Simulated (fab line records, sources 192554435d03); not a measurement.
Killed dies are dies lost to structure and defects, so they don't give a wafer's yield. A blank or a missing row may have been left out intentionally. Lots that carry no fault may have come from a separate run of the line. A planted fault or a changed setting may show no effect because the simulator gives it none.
Split-lot study | flow n5Finfet | on a route of 1938 steps: 7 lots, 21 wafers read

## SPLIT DETAILS
At N5_SPACER0_ALD_00 (deposits SiOCN, target thk 3.5 nm, pulse time 3 s, purge time 2 s), the setting aldCycles was moved away from the recipe's 58 on 5 of the 21 wafers read, by -13.8% to +10.3%. For the rest of the wafers, this setting stayed at what the recipe calls for.

Reading taken at the split's own step.

## THE READING
SiOCN_of_SPACER0_ALD_00.thkNm (the simulator's own value, which no gauge read), in nm, at N5_SPACER0_ALD_00 (deposits SiOCN, target thk 3.5 nm, pulse time 3 s, purge time 2 s). The file does not state a usual value for it. Across the 16 wafers here that went through the recipe, the average is 3.5 nm and the standard deviation 0.099 nm.

wafer  | tool, chamber at the split | aldCycles as run | against the recipe | SiOCN_of_SPACER0_ALD_00.thkNm, nm | against lot-mates on the recipe
L075.1 | aldSin-02, 3               | 58               | recipe             | 3.6                               | -
L075.4 | aldSin-02, 2,1             | 58               | recipe             | 3.4                               | -
L075.6 | aldSin-02, 2,1             | 58               | recipe             | 3.4                               | -
L077.1 | aldSin-01, 3,0,1           | 58               | recipe             | 3.6                               | -
L077.4 | aldSin-01, 3,0,1           | 58               | recipe             | 3.6                               | -
L077.5 | aldSin-01, 3,0,1           | 58               | recipe             | 3.6                               | -
L084.2 | aldSin-03, 0,1,1           | 58               | recipe             | 3.4                               | -
L084.4 | aldSin-03, 0,1,1           | 58               | recipe             | 3.4                               | -
L084.6 | aldSin-03, 0,1,1           | 58               | recipe             | 3.4                               | -
L090.1 | aldSin-03, 1,0             | 58               | recipe             | 3.4                               | -
L090.5 | aldSin-03, 1,0             | 58               | recipe             | 3.4                               | -
L090.4 | aldSin-03, 2               | 50               | -13.8%             | 3                                 | -0.4
L092.2 | aldSin-01, 2,1             | 58               | recipe             | 3.6                               | -
L092.3 | aldSin-01, 2,1             | 58               | recipe             | 3.6                               | -
L092.5 | aldSin-01, 1               | 64               | +10.3%             | 4                                 | +0.4
L095.2 | aldSin-01, 0               | 58               | recipe             | 3.6                               | -
L095.3 | aldSin-01, 2,3             | 63               | +8.6%              | 3.8                               | +0.2
L095.6 | aldSin-01, 2,3             | 63               | +8.6%              | 3.8                               | +0.2
L097.3 | aldSin-01, 0               | 64               | +10.3%             | 3.8                               | +0.4
L097.4 | aldSin-01, 2,3             | 58               | recipe             | 3.4                               | -
L097.6 | aldSin-01, 2,3             | 58               | recipe             | 3.4                               | -
The file does not say which wafer passed through which chamber wherever a row lists several chambers: such a row stands for several wafers.

FIT RESULTS
A straight line over all 21 wafers: SiOCN_of_SPACER0_ALD_00.thkNm changes by +0.0372 nm for each +1% of aldCycles; r = +0.90; the points scatter about the line by 0.097 nm.
The same after taking each lot's own level away (the mean of its wafers on the recipe; 21 wafers): +0.0311 nm for each +1%; r = +0.96; scatter 0.051 nm.
Per that fit: largest aldCycles move, reading shift of 0.43 nm.
The span of the lots' own levels, 3.40 to 3.60 nm, comes to 2.0 times the standard deviation stated above.
So the lot-to-lot level changes the slope: the two fits differ.
Check: with one of the wafers moved furthest among these (-13.8%) left out of the fit, the line predicts -0.45 nm for it against its lot-mates. It came out at -0.4 nm against them.

## THESE WAFERS: OTHER SPLITS
Other splits were also applied to these wafers ahead of the reading. Each is held against what the fit with the lots' levels taken away leaves over:
other split on the same wafers | wafers away from the commonest value | r with SiOCN_of_SPACER0_ALD_00.thkNm (lot level and that fit taken away)
N5_WELL_APT_PEB_06 pebTimeS    | 7                                    | -0.26
N5_FIN_SAQP_PECVD_06 timeS     | 3                                    | +0.16
N5_FIN_SAQP_COAT_49 timeS      | 5                                    | -0.23
N5_DUMMY_GATE_COAT_34 spinRpm  | 8                                    | +0.15
N5_DUMMY_GATE_COAT_09 spinRpm  | 9                                    | -0.19

## FILE'S OWN FIT
SiOCN_of_SPACER0_ALD_00.thkNm changes by +0.0324 nm for each +1% of aldCycles, r = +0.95.
